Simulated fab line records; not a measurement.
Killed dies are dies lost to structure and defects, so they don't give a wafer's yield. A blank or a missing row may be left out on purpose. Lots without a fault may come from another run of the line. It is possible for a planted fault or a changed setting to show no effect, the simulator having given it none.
fab line records -- flow nand-harc
record: lots: 13, wafers: 39, last-day: 33
route steps=1302 shown A_STAIRCASE@856 THIN_TSV@1262 END@1302
lots with no fault: from the same line, run without faults
start-h: start of the lot's first displayed wafer, in hours after the record's first day -- wait-h: how many hours have passed since the lot's step before this one -- " identical to the entry in the row above -- L1.1+2: several wafers, shown together as one row -- - no value, or no start given -- * or withheld: withheld -- < > ~ a bound
route shown NAME@n: NAME is a module with steps in the file, n the number in the route of the first one -- usual: mean/standard deviation taken from wafers without a fault -- same: alike in all rows -- chamber/n: place in a boat -- sites: the reading at each site -- _std_site: standard deviation of those values -- _edge_site: outer sites' mean less inner sites' -- radius-mm: for every site, how far away it sits from the centre of the wafer -- mask NAME#n: copy n -- behind: the tool/chamber that last shaped the wafer -- hold: why the lot was held/for how many hours/how that ended -- device: transistor that didn't switch, given as n, p or np -- end of line: the same wafers' tests at the end of the route -- step lacking rows: just its recipe -- killed: not the wafer's yield, but the dies lost to structure and defects at the first sort -- map: per-die view of a wafer (x killed, . not killed, _ where there is no die)
set.NAME: setting as actually run; set.NAME@STEP: the setting as run at that earlier step -- model.NAME: the simulator's own value behind a step, which no gauge read
a sample of lots followed through the steps of the route, with each step as a table and each wafer as a row
services: the hour from which a tool's chamber was out of use, counted from the record's first day as start-h (under 0 if before that day), plus the number of hours and why
== steps ==
step: NHARC_A_STAIRCASE_DEP_325
recipe: target-thk-a: 72000, temp-c: 400, target-thk-nm: 7200, teos-flow-sccm: 200, rf-w: 500, material: SiO2
usual: heater-power-w: 616/70, mfc-precursor-sccm: 200.0/0.61
lot.wafer,tool,chamber,start-h,wait-h,heater-power-w,mfc-precursor-sccm
L285.3,pecvd-03,2,417.25,0.1,687,200.8
L285.4,pecvd-03,2,417.25,0.1,536,199.5
L285.6,pecvd-03,1,417.25,0.1,547,199.3
L286.3,pecvd-02,0,428.24,0.3,691,200.4
L286.4,pecvd-02,1,428.24,0.3,611,199.7
L286.5,pecvd-02,2,428.24,0.3,652,199.4
L287.6,pecvd-03,0,428.33,0.3,643,199.8
L287.4,pecvd-03,1,428.33,0.3,567,200.6
L287.5,pecvd-03,2,428.33,0.3,543,200.5
L288.2,pecvd-01,2,441.47,0.2,674,201.2
L288.1,pecvd-01,0,441.47,0.2,604,200.7
L288.4,pecvd-01,0,441.47,0.2,521,199.7
L291.1,pecvd-03,0,465.42,0.1,702,199.2
L291.4,pecvd-03,1,465.42,0.1,561,199.7
L291.5,pecvd-03,2,465.42,0.1,542,199.9
L290.1,pecvd-02,0,465.56,0.2,644,200.3
L290.3,pecvd-02,0,465.56,0.2,551,200.2
L290.5,pecvd-02,0,465.56,0.2,564,199.4
L292.1,pecvd-03,1,484.81,0.2,627,198.9
L292.2,pecvd-03,2,484.81,0.2,652,199.3
L292.4,pecvd-03,2,484.81,0.2,538,200.9
L297.3,pecvd-03,2,526.76,0.1,623,200.6
L297.4,pecvd-03,2,526.76,0.1,543,200.9
L297.6,pecvd-03,0,526.76,0.1,659,199.9
L298.2,pecvd-03,1,546.98,0.3,657,199.8
L298.4,pecvd-03,2,546.98,0.3,529,200.2
L298.6,pecvd-03,0,546.98,0.3,660,200.9
L300.3,pecvd-01,0,551.35,0.1,587,200.6
L300.2,pecvd-01,1,551.35,0.1,624,200.0
L300.5,pecvd-01,1,551.35,0.1,522,199.8
L307.2,pecvd-02,2,625.31,0.1,650,200.0
L307.5,pecvd-02,2,625.31,0.1,621,200.1
L307.6,pecvd-02,0,625.31,0.1,537,199.3
L306.1,pecvd-03,1,628.93,0.2,714,200.1
L306.2,pecvd-03,2,628.93,0.2,627,199.6
L306.6,pecvd-03,0,628.93,0.2,635,199.2
L308.1,pecvd-03,1,644.71,0.1,725,200.3
L308.2,pecvd-03,2,644.71,0.1,637,199.9
L308.5,pecvd-03,0,644.71,0.1,658,200.4
step: NHARC_THIN_TSV_ETCH_44
recipe: target-depth-a: 15942, time-s: 797.1, cf4-flow-sccm: 150, o2-flow-sccm: 10, ar-flow-sccm: 0, rf-w: 300, bias-w: 800, chemistry: CF4/O2
usual: drypump-motor-current-A: 6.06/0.27, oes-product-au: 1.000/0.0085, rf-vpp-V: 798/3.6, showerhead-plenum-p-Torr: 1.89/0.058, throttle-valve-pct: 16.915/0.0086
lot.wafer,tool,chamber,start-h,wait-h,drypump-motor-current-A,oes-product-au,rf-hours-counter-h,rf-vpp-V,showerhead-plenum-p-Torr,throttle-valve-pct
L285.3,rie-diel-02,3,541.01,0.2,6.12,0.989,6,803,1.96,16.918
L285.4,rie-diel-02,1,541.01,0.2,6.39,0.998,-,801,1.93,16.921
L285.6,rie-diel-02,3,541.01,0.2,6.11,0.983,-,801,1.96,16.908
L286.4,rie-diel-13,2,555.04,0.1,5.74,1.004,2,794,1.83,16.918
L286.3,rie-diel-13,1,555.04,0.1,6.32,1.006,2,798,1.91,16.920
L286.5,rie-diel-13,3,555.04,0.1,5.87,1.002,-,802,1.95,16.921
L287.4,rie-diel-02,3,556.44,0.1,6.14,1.003,7,802,1.95,16.905
L287.6,rie-diel-02,2,556.44,0.1,6.02,1.003,-,799,1.92,16.903
L287.5,rie-diel-02,3,556.44,0.1,6.11,0.997,-,801,1.96,16.905
L288.1,rie-diel-02,1,565.61,0.1,6.39,0.998,9,802,1.93,16.928
L288.4,rie-diel-02,2,565.61,0.1,5.99,0.992,8,800,1.92,16.921
L288.2,rie-diel-02,3,565.61,0.1,6.12,1.000,8,801,1.96,16.909
L291.1,rie-diel-02,2,595.26,0.1,5.99,1.004,0,798,1.92,16.914
L291.4,rie-diel-02,0,595.26,0.1,5.80,1.002,1,796,1.85,16.912
L291.5,rie-diel-02,2,595.26,0.1,5.98,1.002,-,800,1.92,16.924
L290.3,rie-diel-11,3,596.54,0.2,5.87,1.005,7,794,1.80,16.922
L290.1,rie-diel-11,0,596.54,0.2,5.97,0.992,7,800,1.90,16.909
L290.5,rie-diel-11,0,596.54,0.2,5.96,0.992,-,799,1.90,16.916
L292.4,rie-diel-02,2,607.48,0.1,5.99,0.996,1,799,1.92,16.917
L292.2,rie-diel-02,3,607.48,0.1,6.11,0.992,2,802,1.95,16.924
L292.1,rie-diel-02,0,607.48,0.1,5.81,1.006,2,795,1.85,16.916
L297.3,rie-diel-13,0,648.03,0.2,6.53,1.008,9,790,1.78,16.905
L300.3,rie-diel-02,3,670.96,0.2,6.13,0.984,5,802,1.95,16.916
L300.2,rie-diel-02,0,670.96,0.2,5.83,0.994,5,795,1.85,16.901
L300.5,rie-diel-02,1,670.96,0.2,6.33,0.992,-,799,1.93,16.905
L307.2,rie-diel-11,2,756.84,0.1,5.77,0.987,8,800,1.93,16.909
L307.6,rie-diel-11,2,756.84,0.1,5.77,1.000,-,801,1.93,16.894
L307.5,rie-diel-11,3,756.84,0.1,5.85,0.997,-,793,1.80,16.918
L306.1,rie-diel-11,2,758.11,0.1,5.74,0.983,8,800,1.93,16.923
L306.2,rie-diel-11,3,758.11,0.1,5.89,0.997,9,791,1.80,16.925
L306.6,rie-diel-11,1,758.11,0.1,6.15,0.992,-,798,1.90,16.902
L308.2,rie-diel-11,3,768.61,0.1,5.90,0.985,9,792,1.80,16.920
L308.1,rie-diel-11,0,768.61,0.1,5.91,0.997,7,798,1.90,16.914
L308.5,rie-diel-11,3,768.61,0.1,5.88,0.987,-,794,1.80,16.932
step: NHARC_THIN_TSV_PVD_51
recipe: target-thk-a: 1000, chamber-pressure-pa: 5, material: Cu
usual: chamber-pressure-pa: 4.999/0.0098, throttle-valve-pct: 29.8/1.1
lot.wafer,tool,chamber,start-h,wait-h,chamber-pressure-pa,throttle-valve-pct
L285.3,pvd-sputter-01,-,-,-,5.003,31.3
L285.4,pvd-sputter-01,-,-,-,4.992,29.1
L285.6,pvd-sputter-01,-,-,-,5.005,29.2
L286.4,pvd-sputter-03,-,-,-,4.999,31.2
L286.3,pvd-sputter-03,-,-,-,5.020,29.9
L286.5,pvd-sputter-03,-,-,-,4.988,29.9
L287.4,pvd-sputter-02,-,-,-,4.998,30.9
L287.5,pvd-sputter-02,-,-,-,5.008,30.7
L287.6,pvd-sputter-02,-,-,-,4.990,30.5
L288.1,pvd-sputter-01,-,-,-,4.997,27.6
L288.4,pvd-sputter-01,-,-,-,5.016,31.4
L288.2,pvd-sputter-01,-,-,-,5.002,29.1
L291.1,pvd-sputter-02,-,-,-,4.984,30.3
L291.4,pvd-sputter-02,-,-,-,4.983,28.7
L291.5,pvd-sputter-02,-,-,-,5.001,30.4
L290.1,pvd-sputter-02,-,-,-,5.011,28.8
L290.3,pvd-sputter-02,-,-,-,4.973,30.9
L290.5,pvd-sputter-02,-,-,-,4.996,28.7
L292.1,pvd-sputter-03,-,-,-,5.000,30.1
L292.2,pvd-sputter-03,-,-,-,5.007,31.3
L292.4,pvd-sputter-03,-,-,-,5.003,30.0
L297.3,pvd-sputter-03,-,-,-,4.999,30.0
L300.3,pvd-sputter-03,-,-,-,4.988,27.3
L300.2,pvd-sputter-03,-,-,-,4.994,30.0
L300.5,pvd-sputter-03,-,-,-,4.997,27.3
L307.2,pvd-sputter-03,-,-,-,5.005,29.5
L307.6,pvd-sputter-03,-,-,-,4.999,27.9
L307.5,pvd-sputter-03,-,-,-,5.004,30.9
L306.2,pvd-sputter-02,-,-,-,4.981,30.6
L306.1,pvd-sputter-02,-,-,-,4.992,29.9
L306.6,pvd-sputter-02,-,-,-,4.999,28.6
L308.2,pvd-sputter-02,-,-,-,4.996,30.5
L308.1,pvd-sputter-02,-,-,-,4.993,28.9
L308.5,pvd-sputter-02,-,-,-,5.002,31.0
step: NHARC_THIN_TSV_CMP_21
recipe: t-overpolish-s: 30, target-thk-nm: 2000
usual: motor-current-A: 12.1/0.72, overpolish-run-s: 30.000/0.0084, slurry-filter-dp-kPa: 13.49/0.13
same: t-overpolish-s: 30
lot.wafer,tool,chamber,start-h,wait-h,motor-current-A,overpolish-run-s,slurry-filter-dp-kPa
L285.4,cmp-04,2,545.43,-,11.0,29.995,13.60
L285.3,cmp-04,3,545.43,-,12.5,30.019,13.49
L285.6,cmp-04,0,545.43,-,11.6,29.988,13.56
L286.4,cmp-04,1,559.41,-,11.8,30.005,13.48
L286.3,cmp-04,3,559.41,-,13.0,30.010,13.62
L286.5,cmp-04,1,559.41,-,11.9,30.012,13.42
L287.4,cmp-01,2,560.45,-,13.3,29.997,13.83
L287.6,cmp-01,1,560.45,-,13.3,29.998,13.44
L287.5,cmp-01,2,560.45,-,12.8,29.992,13.62
L288.4,cmp-04,3,570.24,-,13.1,29.989,13.34
L288.1,cmp-04,0,570.24,-,11.0,29.993,13.27
L288.2,cmp-04,1,570.24,-,11.8,29.995,13.38
L291.4,cmp-02,2,599.35,-,11.7,29.998,13.26
L291.1,cmp-02,3,599.35,-,12.7,30.005,13.35
L291.5,cmp-02,3,599.35,-,12.6,30.012,13.51
L290.3,cmp-04,3,600.66,-,12.4,30.008,13.49
L290.1,cmp-04,1,600.66,-,11.5,30.005,13.33
L290.5,cmp-04,2,600.66,-,11.8,30.001,13.49
L292.2,cmp-04,2,611.69,-,10.8,30.002,13.29
L292.1,cmp-04,3,611.69,-,12.9,29.974,13.58
L292.4,cmp-04,0,611.69,-,11.2,30.015,13.59
L297.3,cmp-04,1,651.91,-,11.9,29.996,13.68
L300.2,cmp-02,2,674.90,-,11.3,30.002,13.44
L300.3,cmp-02,3,674.90,-,12.6,30.000,13.43
L300.5,cmp-02,3,674.90,-,12.5,30.003,13.54
L307.2,cmp-02,1,761.04,-,11.5,29.992,13.64
L307.6,cmp-02,3,761.04,-,12.4,29.997,13.33
L307.5,cmp-02,0,761.04,-,12.4,29.994,13.42
L306.1,cmp-02,0,762.58,-,12.9,30.009,13.70
L306.2,cmp-02,3,762.58,-,13.6,29.997,13.46
L306.6,cmp-02,0,762.58,-,13.0,29.995,13.43
L308.2,cmp-04,0,772.86,-,11.7,30.007,13.27
L308.1,cmp-04,1,772.86,-,11.6,30.015,13.27
L308.5,cmp-04,3,772.86,-,13.2,29.990,13.54
step: NHARC_END_SORT_01
recipe: temp-c: 25
usual: killed-at-array: 60/21, killed-at-other: 1.0/1.2, killed-at-periphery: 4.2/2.8, killed-dies: 65/20, killed-open: 3.1/1.8, killed-short: 2.6/1.6
same: gross-dies: 677
lot.wafer,tool,chamber,start-h,wait-h,killed-at-array,killed-at-other,killed-at-periphery,killed-dies,killed-open,killed-short
L285.3,prober-02,0,555.84,3.1,99,0,4,103,6,2
L285.4,prober-02,0,556.65,3.4,101,0,2,103,3,5
L285.6,prober-02,0,558.27,4.0,81,0,3,84,3,3
L297.3,prober-01,0,665.72,3.1,73,0,3,76,2,4
L297.4,prober-01,0,666.51,3.4,677,0,0,677,1,2
L297.6,prober-01,0,668.08,3.9,675,0,0,675,1,2
L298.2,prober-01,0,694.11,2.8,675,0,2,677,4,2
L298.4,prober-01,0,695.73,3.4,670,0,7,677,2,5
L298.6,prober-01,0,697.36,4.1,670,0,7,677,1,2
killed by level:class
L285.3 A_CHANNEL_HOLE_D2:chamber-film-flake=37 A_CHANNEL_HOLE_D1:chamber-film-flake=31 A_SLIT:chamber-film-flake=13 A_CONTACT:chamber-film-flake=5 A_ZERO_WELL:chamber-film-flake=3 A_CHANNEL_FILL_D1:chamber-film-flake=2 A_WL_FILL:chamber-film-flake=2 P_CONTACT:geometric-particle:open=1
L285.4 A_CHANNEL_HOLE_D2:chamber-film-flake=33 A_CHANNEL_HOLE_D1:chamber-film-flake=27 A_SLIT:chamber-film-flake=25 A_CONTACT:chamber-film-flake=6 A_ONON_D2:geometric-particle:short=2 A_CHANNEL_FILL_D1:chamber-film-flake=2 P_GATE:geometric-particle:short=1 P_M0:geometric-particle:open=1
L285.6 A_CHANNEL_HOLE_D1:chamber-film-flake=27 A_CHANNEL_HOLE_D2:chamber-film-flake=23 A_SLIT:chamber-film-flake=14 A_CONTACT:chamber-film-flake=6 A_CHANNEL_FILL_D1:chamber-film-flake=3 P_GATE:chamber-film-flake=2 A_ONON_D1:geometric-particle:open=1 A_ONON_D1:geometric-particle:short=1
L297.3 A_CHANNEL_HOLE_D1:chamber-film-flake=34 A_CHANNEL_HOLE_D2:chamber-film-flake=22 A_ZERO_WELL:chamber-film-flake=4 A_SLIT:chamber-film-flake=3 A_STAIRCASE:chamber-film-flake=2 A_CONTACT:chamber-film-flake=2 P_STI:geometric-particle:open=1 P_CONTACT:geometric-particle:short=1
L297.4 A_STAIRCASE:area-dep=619 A_CHANNEL_HOLE_D1:chamber-film-flake=35 A_CHANNEL_HOLE_D2:chamber-film-flake=8 A_STAIRCASE:chamber-film-flake=7 A_ZERO_WELL:chamber-film-flake=2 A_CHANNEL_FILL_D2:chamber-film-flake=2 A_DECK1_JOINT:geometric-particle:short=1 A_SLIT:geometric-particle:short=1
L297.6 A_STAIRCASE:area-dep=620 A_CHANNEL_HOLE_D1:chamber-film-flake=31 A_CHANNEL_HOLE_D2:chamber-film-flake=11 A_M0:chamber-film-flake=3 A_ZERO_WELL:chamber-film-flake=2 A_STAIRCASE:chamber-film-flake=2 A_CONTACT:chamber-film-flake=2 A_ONON_D2:geometric-particle:short=1
L298.2 A_STAIRCASE:area-dep=620 A_SLIT:chamber-film-flake=30 A_CHANNEL_HOLE_D1:chamber-film-flake=7 A_WL_FILL:chamber-film-flake=6 A_CHANNEL_HOLE_D2:geometric-particle:open=3 A_DECK1_JOINT:chamber-film-flake=2 A_CHANNEL_FILL_D2:chamber-film-flake=2 A_SOURCE_PLATE:geometric-particle:short=1
L298.4 A_STAIRCASE:area-dep=634 A_SLIT:chamber-film-flake=20 P_CONTACT:chamber-film-flake=5 A_ONON_D1:geometric-particle:short=2 A_CHANNEL_FILL_D2:geometric-particle:short=2 P_BONDPAD:chamber-film-flake=2 A_CHANNEL_HOLE_D1:chamber-film-flake=2 A_STAIRCASE:chamber-film-flake=2
L298.6 A_STAIRCASE:area-dep=631 A_SLIT:chamber-film-flake=18 P_CONTACT:chamber-film-flake=6 A_WL_FILL:chamber-film-flake=5 A_CONTACT:chamber-film-flake=4 A_ZERO_WELL:chamber-film-flake=2 A_CHANNEL_HOLE_D1:chamber-film-flake=2 A_STAIRCASE:chamber-film-flake=2
== services ==
tool,chamber,start-h,hours,kind
rie-diel-02,-,393.70,9.0,pm
cmp-04,-,405.08,4.0,pm
rie-diel-02,3,413.28,5.1,repair
rie-diel-02,1,433.94,2.7,repair
pvd-sputter-02,-,469.00,10.0,pm
rie-diel-02,3,471.52,1.4,repair
cmp-04,-,503.08,4.0,pm
cmp-04,-,511.53,0.6,repair
pecvd-03,-,521.54,1.5,repair
rie-diel-02,2,539.87,1.9,repair
pecvd-03,-,547.83,13.0,pm
rie-diel-02,-,570.70,9.0,pm
cmp-04,-,601.08,4.0,pm
pvd-sputter-02,-,647.00,10.0,pm
cmp-04,-,672.53,0.3,repair
rie-diel-02,0,687.02,27.9,repair
cmp-04,-,699.08,4.0,pm
pvd-sputter-02,-,705.67,2.7,repair
cmp-04,-,724.77,0.8,repair
cmp-04,-,727.43,1.6,repair
pecvd-03,-,728.83,13.0,pm
rie-diel-02,-,747.70,9.0,pm
rie-diel-02,3,759.35,5.3,repair
pecvd-03,1,768.39,15.4,repair
== key ==
first-sign: step: NHARC_END_SORT_01, reading: killed-dies, direction: up, sigmas: 31, usual: 65, struck: 677
effect: step: NHARC_END_SORT_01, reading: killed-at-array, direction: up, sigmas: 30, usual: 60, struck: 673
more-kills-born-at: NHARC_A_STAIRCASE_DEP_325@pecvd-03: 3124
met-at NHARC_A_STAIRCASE_DEP_325
struck-lots L297,L298
struck-wafers L297.4,L297.6,L298.2,L298.4,L298.6
later-rows-left-out L297.4,L297.6,L298.2,L298.4,L298.6
tester-left-out L297,L298
not-acting-at NHARC_THIN_TSV_ETCH_44,NHARC_THIN_TSV_PVD_51,NHARC_THIN_TSV_CMP_21
onset-between 484.81 526.76
fault: kind: process-parameter-drift, tool: pecvd-03, chamber: -, onset-h: 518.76, steps: NHARC_A_STAIRCASE_DEP_325, channel: target-thk-a, offset: *, shape: step, end-h: 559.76, scope: struck-wafers-only, acts-in: *, stated: *
tester-left-out: of these lots the tester's yield and bins aren't shown, on N5 and GAA mostly nor the transistor test; their killed dies are dies lost to structure and defects alone, not to doping, threshold or leakage, so they don't give the yield
later-rows-left-out: the simulator's readings of these wafers behind a module that went badly wrong aren't trusted and aren't shown, but for the sort
